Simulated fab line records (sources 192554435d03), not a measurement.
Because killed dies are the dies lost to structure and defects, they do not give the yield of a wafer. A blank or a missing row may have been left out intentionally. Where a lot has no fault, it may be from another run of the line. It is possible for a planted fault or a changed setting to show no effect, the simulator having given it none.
fab line records	flow n5_finfet
[record] lots = 9	wafers = 26	last_day = 16
route steps=1938 shown BEOL_M12@1646 BEOL_M13@1659 PASSIVATION@1936
lots untouched by any fault: they come from a run of this same line in which no faults occurred
start_h: hours from the record's first day to the start of the lot's first wafer shown	wait_h: hours from the lot's prior step to this one	" same as the row above	L1.1+2: several wafers, shown together as one row	- no value, or no start given	* or withheld: withheld	< > ~ a bound
route shown NAME@n: names a module that has steps shown in the file, with the first one's number in the route	usual: mean/standard deviation of fault-free wafers	same: alike in all rows	chamber/n: place in a boat	sites: the reading at each site	_std_site: their standard deviation	_edge_site: mean of outer sites minus mean of inner sites	radius_mm: how far each site lies from the wafer's centre	mask NAME#n: copy n	behind: tool/chamber where the wafer was last shaped	hold: why the lot went on hold/how many hours it stayed there/how the hold came to an end	device: whichever transistor did not switch (one of n, p or np)	end of line: tests of these same wafers at the route's end	step lacking rows: just its recipe	killed: count of dies lost to structure and defects at first sort (not the wafer's yield)	map: a wafer's dies, marking killed ones x, the rest . and places with no die _
set.NAME: setting as actually run; set.NAME@STEP: the setting as run at that earlier step	model.NAME: the simulator's own value behind a step, which no gauge read
steps of the route over a sample of lots; a table a step, a row a wafer
services: when a tool's chamber went out of use (start_h, in hours from the record's first day, below 0 if earlier), for how many hours, and the reason
[[steps]]
[step N5_BEOL_M12_DEGAS_41]
[recipe] ambient = vacuum	temp_c = 250	time_s = 60
[usual] heater_power_w = 349/51
[same] time_s = 60
lot.wafer	tool	chamber	start_h	wait_h	heater_power_w
L959.1	pvd_sputter-01	-	239.74	0.3	345
L959.4	"	-	"	"	325
L959.6	"	-	"	"	265
L958.1	pvd_sputter-02	-	239.96	0.3	399
L958.3	"	-	"	"	317
L958.5	"	-	"	"	411
L960.2	pvd_sputter-01	-	247.83	0.3	262
L960.5	"	-	"	"	257
L960.6	"	-	"	"	431
L963.2	pvd_sputter-02	-	273.45	0.2	416
L963.3	"	-	"	"	312
L963.4	"	-	"	"	409
L970.1	pvd_sputter-02	-	320.36	0.4	417
L970.3	"	-	"	"	319
L970.5	"	-	"	"	410
L972.3	pvd_sputter-03	-	331.28	0.3	333
L972.5	"	-	"	"	323
L974.3	pvd_sputter-01	-	332.53	1.1	262
L974.4	"	-	"	"	334
L974.6	"	-	"	"	345
L975.1	pvd_sputter-01	-	340.41	0.4	259
L975.2	"	-	"	"	343
L975.5	"	-	"	"	330
L979.1	pvd_sputter-02	-	363.10	0.2	320
L979.2	"	-	"	"	410
L979.6	"	-	"	"	314
[step N5_BEOL_M12_ANNEAL_48]
[recipe] temp_c = 225	time_s = 90	ambient = N2
[usual] wafer_temp_C_max = 225.87/0.23
[same] time_s = 90
lot.wafer	tool	chamber	start_h	wait_h	wafer_temp_C_max
L959.1	rtp_anneal-02	0	240.24	0.1	226.19
L959.4	"	0	"	"	225.70
L959.6	"	0	"	"	226.00
L958.1	rtp_anneal-02	0	240.51	0.2	225.94
L958.3	"	0	"	"	225.71
L958.5	"	0	"	"	226.27
L960.2	rtp_anneal-01	0	248.38	0.1	225.91
L960.5	"	0	"	"	225.86
L960.6	"	0	"	"	225.88
L963.2	rtp_anneal-01	0	274.00	0.1	225.72
L963.3	"	0	"	"	225.71
L963.4	"	0	"	"	225.91
L970.1	rtp_anneal-02	0	321.03	0.3	225.69
L970.3	"	0	"	"	225.73
L970.5	"	0	"	"	225.45
L972.3	rtp_anneal-01	0	332.33	0.6	225.89
L972.5	"	0	"	"	226.08
L974.3	rtp_anneal-02	0	333.12	0.2	226.03
L974.4	"	0	"	"	226.43
L974.6	"	0	"	"	225.90
L975.1	rtp_anneal-02	0	340.91	0.1	225.79
L975.2	"	0	"	"	225.31
L975.5	"	0	"	"	225.50
L979.1	rtp_anneal-02	0	363.60	0.1	226.08
L979.2	"	0	"	"	225.73
L979.6	"	0	"	"	226.04
[step N5_BEOL_M13_ILD_DEP_00]
[recipe] material = SiOC	target_thk_a = 8379.2	temp_c = 350	precursor = DEMS/O2	pressure_torr = 5	rf_w = 500	time_s = 166.4
[usual] heater_power_w = 443/59	run_length_s = 211.2/0.83	showerhead_plenum_p_Torr = 5.693/0.012	showerhead_vpp_V = 1385/57	throttle_valve_pct = 11.8/0.66
lot.wafer	tool	chamber	start_h	wait_h	heater_power_w	run_length_s	showerhead_plenum_p_Torr	showerhead_vpp_V	throttle_valve_pct
L959.1	pecvd-04	1	241.04	0.0	488	210.6	5.696	1319	12.4
L959.4	"	2	"	"	437	211.9	5.683	1387	10.4
L959.6	"	1	"	"	510	211.3	5.686	1349	12.0
L958.1	pecvd-04	1	241.32	0.0	468	210.6	5.687	1342	12.1
L958.3	"	0	"	"	402	210.2	5.681	1479	12.1
L958.5	"	0	"	"	414	209.9	5.701	1488	11.9
L960.2	pecvd-04	0	249.13	0.0	435	210.1	5.679	1490	12.1
L960.5	"	0	"	"	355	210.0	5.698	1462	12.2
L960.6	"	2	"	"	376	212.3	5.699	1403	10.8
L963.2	pecvd-02	1	274.73	0.0	384	212.1	5.714	1362	11.4
L963.3	"	2	"	"	429	210.0	5.697	1437	11.3
L963.4	"	0	"	"	575	210.9	5.682	1369	12.7
L970.1	pecvd-02	1	321.83	0.0	418	211.6	5.719	1353	11.8
L970.3	"	2	"	"	385	284.4	5.686	1399	10.9
L970.5	"	1	"	"	327	286.4	5.701	1359	11.9
L972.3	pecvd-02	1	333.01	0.0	382	286.3	5.715	1366	11.9
L972.5	"	1	"	"	400	286.5	5.716	1358	12.0
L974.3	pecvd-02	0	333.81	0.0	532	286.0	5.688	1369	12.6
L974.4	"	0	"	"	554	211.2	5.689	1356	12.6
L974.6	"	1	"	"	401	211.8	5.713	1356	11.6
L975.1	pecvd-03	0	341.70	0.0	410	211.7	5.685	1366	12.2
L975.2	"	1	"	"	503	211.6	5.701	1440	11.7
L975.5	"	2	"	"	465	211.9	5.702	1265	11.8
L979.1	pecvd-04	2	364.39	0.0	413	211.8	5.690	1375	10.7
L979.2	"	1	"	"	494	210.8	5.695	1343	12.1
L979.6	"	1	"	"	521	211.2	5.685	1334	12.3
[step N5_BEOL_M13_THK_MEAS_01]
[recipe] reads = SiOC_of_BEOL_M13_ILD_DEP_00
[usual] M13_ILD_THK = 839/11
lot.wafer	tool	chamber	start_h	wait_h	M13_ILD_THK[nm]
L959.1	film_metro-02	-	241.20	0.1	844
L959.4	"	-	"	"	840
L959.6	"	-	"	"	859
L958.1	film_metro-02	-	241.47	0.1	834
L958.3	"	-	"	"	834
L958.5	"	-	"	"	844
L960.2	film_metro-01	-	249.28	0.1	830
L960.5	"	-	"	"	853
L960.6	"	-	"	"	832
L963.2	film_metro-02	-	274.88	0.1	835
L963.3	"	-	"	"	838
L963.4	"	-	"	"	856
L970.1	film_metro-02	-	321.98	0.1	839
L970.3	"	-	"	"	1217
L970.5	"	-	"	"	1231
L972.3	film_metro-01	-	333.17	0.1	1201
L972.5	"	-	"	"	1227
L974.3	film_metro-01	-	333.96	0.1	1200
L974.4	"	-	"	"	844
L974.6	"	-	"	"	851
L975.1	film_metro-01	-	341.86	0.1	835
L975.2	"	-	"	"	841
L975.5	"	-	"	"	844
L979.1	film_metro-02	-	364.54	0.1	837
L979.2	"	-	"	"	844
L979.6	"	-	"	"	855
[step N5_BEOL_M13_OVL_MEAS_11]
[recipe] points_per_wafer = 44
[usual] V12_OVL = 3/5.3
lot.wafer	tool	chamber	start_h	wait_h	V12_OVL[nm]
L959.1	overlay-02	0	241.65	0.0	2
L959.4	"	0	"	"	-3
L959.6	"	0	"	"	5
L958.1	overlay-01	0	241.80	0.0	-1
L958.3	"	0	"	"	-3
L958.5	"	0	"	"	0
L960.2	overlay-01	0	249.74	0.0	4
L960.5	"	0	"	"	3
L960.6	"	0	"	"	7
L963.2	overlay-01	0	275.34	0.0	7
L963.3	"	0	"	"	4
L963.4	"	0	"	"	-1
L970.1	overlay-02	0	322.44	0.0	9
L970.3	"	0	"	"	8
L970.5	"	0	"	"	0
L972.3	overlay-02	0	333.50	0.0	7
L972.5	"	0	"	"	2
L974.3	overlay-01	0	334.42	0.0	-1
L974.4	"	0	"	"	6
L974.6	"	0	"	"	5
L975.1	overlay-02	0	342.31	0.0	11
L975.2	"	0	"	"	14
L975.5	"	0	"	"	4
L979.1	overlay-01	0	365.02	0.0	5
L979.2	"	0	"	"	2
L979.6	"	0	"	"	-4
[step N5_BEOL_M13_STRIP_63]
[recipe] chemistry = N2/H2	power_w = 1000	temp_c = 250	h2_frac = 0.65	overash_fraction = 0.3	pressure_mtorr = 1000	n2_flow_sccm = 1750	h2_flow_sccm = 3250
[usual] drypump_motor_current_A = 5.7/0.33	heater_power_w = 352/37	n2_flow_sccm = 1750/5.5	oes_product_au = 0.674/0.0041	strip_time_to_endpoint_s = 27.7/1.1
lot.wafer	tool	chamber	start_h	wait_h	drypump_motor_current_A	heater_power_w	n2_flow_sccm	oes_product_au	rf_hours_counter_h	strip_time_to_endpoint_s
L959.1	plasma_asher-02	0	242.03	-	5.8	312	1746	0.672	58	27.1
L959.4	"	1	"	"	5.6	403	1746	0.671	-	27.7
L959.6	"	1	"	"	5.6	403	1746	0.667	-	26.2
L958.1	plasma_asher-02	0	242.18	-	5.9	311	1752	0.673	59	28.7
L958.3	"	0	"	"	5.9	312	1744	0.677	-	28.4
L958.5	"	1	"	"	5.6	400	1754	0.679	-	28.2
L960.2	plasma_asher-02	0	250.12	-	5.9	314	1753	0.675	60	27.9
L960.5	"	0	"	"	5.9	320	1751	0.676	-	25.3
L960.6	"	1	"	"	5.6	396	1743	0.676	-	28.3
L963.2	plasma_asher-02	1	275.72	-	5.6	404	1754	0.680	61	28.2
L963.3	"	1	"	"	5.6	396	1754	0.674	-	27.3
L963.4	"	0	"	"	5.9	318	1753	0.672	-	26.0
L970.1	plasma_asher-01	1	323.26	-	6.2	321	1755	0.669	148	27.0
L970.3	"	1	"	"	6.2	316	1755	0.234	-	0.0
L970.5	"	1	"	"	6.2	320	1754	0.230	-	0.0
L972.3	plasma_asher-02	0	333.90	-	5.9	319	1751	0.229	-	0.0
L972.5	"	0	"	"	5.9	314	1755	0.231	-	0.0
L974.3	plasma_asher-02	0	334.82	-	5.9	323	1756	0.237	-	0.0
L974.4	"	1	"	"	5.6	407	1749	0.669	-	27.2
L974.6	"	0	"	"	5.9	310	1750	0.663	-	26.0
L975.1	plasma_asher-01	0	342.69	-	5.2	357	1753	0.675	153	27.8
L975.2	"	1	"	"	6.2	311	1754	0.671	153	26.9
L975.5	"	1	"	"	6.2	326	1751	0.674	-	27.2
L979.1	plasma_asher-01	1	365.40	-	6.2	321	1758	0.670	157	27.8
L979.2	"	0	"	"	5.2	367	1750	0.667	157	26.9
L979.6	"	1	"	"	6.2	320	1752	0.665	-	26.3
[step N5_BEOL_M13_STRIP_64]
[recipe] chemistry = N2/H2	power_w = 1000	temp_c = 250	h2_frac = 0.65	overash_fraction = 0.3	pressure_mtorr = withheld	n2_flow_sccm = 1750	h2_flow_sccm = 3250
[usual] drypump_motor_current_A = 5.7/0.33	heater_power_w = 353/37	n2_flow_sccm = 1749/6.2	oes_product_au = 0.715/0.0045	strip_time_to_endpoint_s = 31.31/0.069
lot.wafer	tool	chamber	start_h	wait_h	drypump_motor_current_A	heater_power_w	n2_flow_sccm	oes_product_au	rf_hours_counter_h	strip_time_to_endpoint_s
L959.1	plasma_asher-02	0	242.09	0.0	5.9	323	1747	0.712	59	31.30
L959.4	"	1	"	"	5.6	408	1737	0.717	-	31.26
L959.6	"	1	"	"	5.6	402	1749	0.716	-	31.29
L958.1	plasma_asher-02	0	242.24	0.0	5.9	324	1752	0.720	59	31.32
L958.3	"	0	"	"	5.9	319	1749	0.716	-	31.31
L958.5	"	1	"	"	5.6	409	1745	0.710	-	31.32
L960.2	plasma_asher-02	0	250.18	0.0	5.9	315	1745	0.712	60	31.44
L960.5	"	0	"	"	5.9	323	1745	0.712	-	31.42
L960.6	"	1	"	"	5.6	405	1755	0.723	-	31.35
L963.2	plasma_asher-02	1	275.78	0.0	5.6	400	1755	0.711	61	31.29
L963.3	"	1	"	"	5.7	384	1744	0.712	-	31.27
L963.4	"	0	"	"	5.9	324	1761	0.717	-	31.31
L970.1	plasma_asher-01	1	323.32	0.0	6.2	329	1747	0.720	148	31.34
L970.3	"	1	"	"	6.2	319	1748	0.667	-	20.68
L970.5	"	1	"	"	6.2	318	1750	0.661	-	18.57
L972.3	plasma_asher-02	0	333.96	0.0	5.9	316	1761	0.667	-	22.61
L972.5	"	0	"	"	5.9	320	1761	0.659	-	19.83
L974.3	plasma_asher-02	0	334.88	0.0	5.9	315	1758	0.662	-	21.57
L974.4	"	1	"	"	5.6	406	1750	0.723	-	31.50
L974.6	"	0	"	"	5.9	311	1760	0.713	-	31.40
L975.1	plasma_asher-01	0	342.75	0.0	5.2	369	1756	0.719	153	31.28
L975.2	"	1	"	"	6.2	324	1752	0.718	153	31.32
L975.5	"	1	"	"	6.2	312	1754	0.709	-	31.29
L979.1	plasma_asher-01	1	365.46	0.0	6.2	312	1749	0.708	157	31.26
L979.2	"	0	"	"	5.2	354	1743	0.710	157	31.29
L979.6	"	1	"	"	6.2	317	1752	0.719	-	31.22
[step N5_PASSIVATION_PROBE_49]
[usual] defect_limited_yield = 91.3/1.5	killed_at_M0_to_M3 = 34/9.4	killed_at_M4_up = 13/5.3	killed_at_contacts = 13/5.7	killed_at_front_end = 40/10	killed_at_other = 3.7/2.8	killed_dies = 103/17	killed_open = 67/13	killed_short = 35/8.5	sort_bin_5_function = 5.0/0.98	sort_bin_6_memory = 3.3/0.7	sort_n_pass = 1077/17	sort_yield_pct = 91.3/1.5
[same] gross_dies = 1180	killed_at_back_side = 0	sort_bin_4_leakage[%] = 0	sort_bin_8_speed[%] = 0
lot.wafer	tool	chamber	start_h	wait_h	defect_limited_yield[%]	killed_at_M0_to_M3	killed_at_M4_up	killed_at_contacts	killed_at_front_end	killed_at_other	killed_dies	killed_open	killed_short	sort_bin_5_function[%]	sort_bin_6_memory[%]	sort_n_pass	sort_yield_pct[%]
L959.1	prober-02	-	272.68	0.0	90.1	41	11	14	51	0	117	69	47	5.7	3.7	1063	90.1
L959.4	prober-02	-	272.83	0.2	93.0	26	10	13	33	1	83	57	24	4.2	2.5	1097	93.0
L959.6	prober-02	-	272.93	0.3	93.5	37	8	9	19	4	77	51	24	3.6	2.8	1103	93.5
// killed by level:class
L959.1 STI_FIN_REVEAL:geometric_particle:open=13 MOL_CONTACT_COAG:geometric_particle:open=10 BEOL_M1:geometric_particle:short=9 BEOL_M3:geometric_particle:open=9 BEOL_M0_SAQP:geometric_particle:short=8 FIN_SAQP:geometric_particle:short=7 GATE_CUT:geometric_particle:short=7 FIN_SAQP:geometric_particle:open=6
L959.4 BEOL_M1:geometric_particle:open=10 MOL_CONTACT_COAG:geometric_particle:open=9 GATE_CUT:geometric_particle:open=5 BEOL_M2:geometric_particle:open=5 STARTING-WAFER:geometric_particle:open=5 GATE_CUT:geometric_particle:short=4 MOL_CONTACT_COAG:geometric_particle:short=4 BEOL_M0_SAQP:geometric_particle:open=4
L959.6 BEOL_M0_SAQP:geometric_particle:short=8 BEOL_M1:geometric_particle:open=8 MOL_CONTACT_COAG:geometric_particle:open=7 BEOL_M2:geometric_particle:open=6 BEOL_M3:geometric_particle:open=6 BEOL_M3:geometric_particle:short=4 STI_FIN_REVEAL:geometric_particle:open=3 ILD0:geometric_particle:short=3
[[services]]
tool	chamber	start_h	hours	kind
plasma_asher-01	-	232.93	1.9	repair
pecvd-03	2	237.15	4.5	repair
plasma_asher-02	-	252.11	21.5	repair
pecvd-02	0	272.02	2.1	scheduled_down
pvd_sputter-03	-	278.15	5.5	repair
rtp_anneal-01	-	287.31	2.7	pm
pvd_sputter-02	-	294.67	5.9	repair
pecvd-03	2	303.09	2.1	scheduled_down
rtp_anneal-02	-	306.38	4.2	pm
pecvd-04	1	306.67	2.1	scheduled_down
pvd_sputter-01	-	310.24	2.1	repair
plasma_asher-01	-	312.45	4.4	repair
pecvd-04	-	330.61	0.5	repair
pecvd-04	2	341.74	2.1	scheduled_down
pecvd-04	-	351.58	5.5	pm
[[key]]
[first_sign] step = N5_BEOL_M13_ILD_DEP_00	reading = run_length_s	direction = up	sigmas = 90	usual = *	struck = *
[effect] step = N5_BEOL_M13_THK_MEAS_01	reading = M13_ILD_THK	direction = up	sigmas = 35	usual = 839	struck = 1215
[effect] step = N5_BEOL_M13_STRIP_63	reading = oes_product_au	direction = down	sigmas = 99+	usual = 0.674	struck = 0.232
[effect] step = N5_BEOL_M13_STRIP_64	reading = strip_time_to_endpoint_s	direction = down	sigmas = 99+	usual = *	struck = *
met_at N5_BEOL_M13_ILD_DEP_00
struck_lots L970,L972,L974
struck_wafers L970.3,L970.5,L972.3,L972.5,L974.3
not_acting_at N5_BEOL_M12_DEGAS_41,N5_BEOL_M12_ANNEAL_48,N5_BEOL_M13_OVL_MEAS_11
onset_between 274.73 321.83
[fault] kind = process_parameter_drift	tool = pecvd-02	chamber = -	onset_h = 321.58	steps = N5_BEOL_M13_ILD_DEP_00	channel = time_s	offset = *	shape = step	end_h = 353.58	scope = struck_wafers_only	acts_in = *	stated = *
